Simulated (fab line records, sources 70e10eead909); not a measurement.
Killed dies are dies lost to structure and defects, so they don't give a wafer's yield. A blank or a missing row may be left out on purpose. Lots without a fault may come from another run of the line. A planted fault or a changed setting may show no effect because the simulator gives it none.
Chamber matching | flow nand_harc | NHARC_P_BONDPAD_DEP_00 on pecvd-03: 3 sister chambers
The step deposits SiCN, target thk 250 nm. 6 wafers are shown with their chamber, then 8 later ones without.

WAFERS WITH THEIR CHAMBER
wafer  | chamber | susceptor_temp_C (C) | heater_power_w (W)
L086.4 | 1       | 370.18               | 637
L089.4 | 0       | 370.08               | 607
L088.1 | 1       | 370.26               | 618
L088.2 | 2       | 369.91               | 572
L088.4 | 0       | 369.88               | 610
L090.1 | 2       | 370.28               | 588

WAFERS WITHOUT THEIR CHAMBER
wafer  | susceptor_temp_C (C) | heater_power_w (W)
L090.4 | 369.95               | 599
L090.5 | 370.25               | 598
L094.1 | 369.65               | 660
L094.4 | 370.22               | 667
L094.5 | 370.07               | 590
L095.1 | 369.81               | 621
L095.2 | 369.95               | 594
L095.4 | 370.11               | 642

WHICH CHAMBER EACH WENT THROUGH
wafer  | from the rows above          | in truth
L090.4 | can't be placed: 0 or 2      | 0
L090.5 | can't be placed: 0 or 2 or 1 | 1
L094.1 | can't be placed: 1 or 0      | 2
L094.4 | 1                            | 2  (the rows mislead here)
L094.5 | can't be placed: 2 or 0      | 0
L095.1 | can't be placed: 0 or 1      | 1
L095.2 | can't be placed: 0 or 2      | 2
L095.4 | can't be placed: 1 or 0      | 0
Placed correctly: 0 of 8. Can't be placed from these rows: 7 (the true chamber is among the candidates in 6). Placed wrongly: 1.
How it was worked out, from the rows above alone: a wafer's distance from a chamber is the root of the sum, over the readings, of the square of ((its reading less the chamber's mean) divided by the reading's scatter). The wafer belongs to the nearest chamber; if the next one is less than 2 further off, it can't be placed. A chamber's mean is the mean of its shown wafers. The scatter: the root of (the sum of the squares of (reading less its chamber's mean) over the shown wafers, divided by (wafers less chambers)).
